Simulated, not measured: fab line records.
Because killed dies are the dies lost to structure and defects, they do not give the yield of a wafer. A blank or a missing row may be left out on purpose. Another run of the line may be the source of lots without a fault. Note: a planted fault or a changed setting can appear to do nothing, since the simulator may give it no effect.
Matching of chambers ; flow nand_harc ; 4 sister chambers for NHARC_P_M1_CMP_23 on cmp-02
The step polishes, t overpolish 20 s, target thk 157.82 nm. 8 wafers are shown with their chamber, then 7 later ones without.

EACH WAFER AND ITS CHAMBER
wafer;chamber;motor_current_A (A);time_to_endpoint_s (s)
L081.1;2;12.7;22
L081.2;3;14.4;25
L082.1;1;11.6;27
L087.1;2;12.3;23
L087.3;3;14.0;28
L088.1;1;11.0;28
L088.4;0;12.4;27
L090.1;0;12.2;27

WAFERS WHOSE CHAMBER IS MISSING
wafer;motor_current_A (A);time_to_endpoint_s (s)
L090.4;12.2;24
L093.1;13.4;33
L093.3;12.6;32
L095.3;14.1;29
L095.4;11.0;30
L097.3;12.7;28
L097.4;11.9;34

EACH ONE'S CHAMBER
wafer;from the rows above;in truth
L090.4;can't be placed: 2 or 0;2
L093.1;can't be placed: 3 or 0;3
L093.3;can't be placed: 0 or 1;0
L095.3;3;3
L095.4;1;1
L097.3;0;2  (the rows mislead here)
L097.4;can't be placed: 1 or 0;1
Placed correctly: 2 of 7. These rows do not allow placing 4 (true chamber among the candidates in 4). Number placed wrongly: 1.
How it was worked out, from the rows above alone: a wafer's distance from a chamber is the root of the sum, over the readings, of the square of ((its reading less the chamber's mean) divided by the reading's scatter). The wafer belongs to the nearest chamber; if the next one is less than 2 further off, it can't be placed. A chamber's mean is the mean of its shown wafers. The scatter: the root of (the sum of the squares of (reading less its chamber's mean) over the shown wafers, divided by (wafers less chambers)).
